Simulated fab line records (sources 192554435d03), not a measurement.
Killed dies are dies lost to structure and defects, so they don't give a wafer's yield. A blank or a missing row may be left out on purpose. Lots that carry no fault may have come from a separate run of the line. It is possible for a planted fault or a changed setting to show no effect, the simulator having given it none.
Lot-split experiment | flow n5-finfet | route with 1938 steps; 7 lots, 21 wafers read

ABOUT THE SPLIT
At N5_BEOL_M4_TRENCH_ETCH_37 (etches SiOC in C4F6/O2, target depth 55.555 nm, time 29.2 s), the setting time-s was moved away from the recipe's 29.2 s on 9 of the 21 wafers read, by -21.6% to +9.8%. For the rest of the wafers, this setting stayed at what the recipe calls for.

FROM THE SPLIT TO THE READING: what the file shows between them, 2 steps
- N5_BEOL_M4_ETCH_41: etches SiCN in CH3F/O2, target depth 29.9 nm, time 52.5 s
- N5_BEOL_M4_STRIP_97: strips in N2/H2, time 10 s

THE READING
trench-depth-nm, in nm, at N5_BEOL_M4_OCD_MEAS_38. On this fab line, fault-free wafers typically give 55.7 nm with a standard deviation of 1.3 nm.

wafer  | tool, chamber at the split | time-s as run, s | against the recipe | trench-depth-nm, nm | against lot-mates on the recipe
L075.1 | rie-diel-01, 1             | 29.2             | recipe             | 55.6                | -
L075.4 | rie-diel-01, 0             | 25.92            | -11.2%             | 49.3                | -6.3
L075.5 | rie-diel-01, 3             | 25.92            | -11.2%             | 49.7                | -5.9
L076.1 | rie-diel-01, 0             | 24.29            | -16.8%             | 46.0                | -9.7
L076.2 | rie-diel-01, 2             | 24.29            | -16.8%             | 46.1                | -9.6
L076.5 | rie-diel-01, 3             | 29.2             | recipe             | 55.7                | -
L081.1 | rie-diel-02, 2             | 29.2             | recipe             | 52.8                | -
L081.2 | rie-diel-02, 3             | 29.2             | recipe             | 56.5                | -
L081.4 | rie-diel-02, 1             | 29.2             | recipe             | 57.5                | -
L086.2 | rie-diel-02, 1             | 29.2             | recipe             | 55.8                | -
L086.3 | rie-diel-02, 2             | 23.71            | -18.8%             | 42.4                | -13.4
L086.4 | rie-diel-02, 0             | 23.71            | -18.8%             | 46.6                | -9.2
L085.1 | rie-diel-04, 0             | 32.06            | +9.8%              | 63.1                | +7.3
L085.4 | rie-diel-04, 2             | 29.2             | recipe             | 55.8                | -
L085.5 | rie-diel-04, 3             | 32.06            | +9.8%              | 59.5                | +3.7
L088.2 | rie-diel-04, 0             | 29.2             | recipe             | 58.3                | -
L088.4 | rie-diel-04, 2             | 29.2             | recipe             | 55.4                | -
L088.5 | rie-diel-04, 0             | 29.2             | recipe             | 57.3                | -
L095.4 | rie-diel-02, 2             | 29.2             | recipe             | 52.3                | -
L095.5 | rie-diel-02, 2             | 29.2             | recipe             | 52.4                | -
L095.6 | rie-diel-02, 3             | 22.88            | -21.6%             | 43.6                | -8.7

THE FIT
A straight line over all 21 wafers: trench-depth-nm changes by +0.567 nm for each +1% of time-s; r = +0.95; the points scatter about the line by 1.8 nm.
The same after taking each lot's own level away (the mean of its wafers on the recipe; 21 wafers): +0.542 nm for each +1%; r = +0.96; scatter 1.5 nm.
On that fit, the largest move of time-s shifts the reading by 12 nm.
The span of the lots' own levels, 52.35 to 57.00 nm, comes to 3.6 times the standard deviation stated above.
Consequently the slope shifts little with the lot-to-lot level, the two slopes agreeing.
Check: -12.5 nm against its lot-mates is what the line predicts for one of the wafers moved furthest among these (-21.6%) when that wafer is left out of the fit. It came out at -8.75 nm against them.

THE OTHER SPLITS THESE WAFERS WENT THROUGH
Before the reading, these wafers also passed through other splits. Each is held against what the fit with the lots' levels taken away leaves over:
other split on the same wafers | wafers away from the commonest value | r with trench-depth-nm (lot level and that fit taken away)
N5_BEOL_M3_EXPOSE_08 dose-mj   | 6                                    | +0.26
N5_BEOL_M4_COAT_62 spin-rpm    | 10                                   | -0.14
N5_BEOL_M4_EXPOSE_08 dose-mj   | 5                                    | -0.58
N5_BEOL_M4_DESCUM_33 time-s    | 4                                    | +0.05

THE WHOLE CHAIN: every reading that the file lists as answering this split, in the file's order
step                      | what it does                                                  | reading                                                                      | change (the file's fit)               | r (the file's)
N5_BEOL_M4_TRENCH_ETCH_37 | etches SiOC in C4F6/O2, target depth 55.555 nm, time 29.2 s   | BEOL_M4.feature-depth-nm (the simulator's own value, which no gauge read)    | +0.529 nm for each +1% of the setting | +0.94
N5_BEOL_M4_TRENCH_ETCH_37 | etches SiOC in C4F6/O2, target depth 55.555 nm, time 29.2 s   | etch.depth-nm (the simulator's own value, which no gauge read)               | +0.528 nm for each +1% of the setting | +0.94
N5_BEOL_M4_OCD_MEAS_38    |                                                               | trench-depth-nm                                                              | +0.519 nm for each +1% of the setting | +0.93
N5_BEOL_M4_CMP_52         | polishes, stops on SiOC, t overpolish 6.8 s, target thk 40 nm | Cu_of_BEOL_M4_ECD_50.thk-nm (the simulator's own value, which no gauge read) | +0.534 nm for each +1% of the setting | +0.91

FILE'S OWN FIT
trench-depth-nm changes by +0.519 nm for each +1% of time-s, r = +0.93.
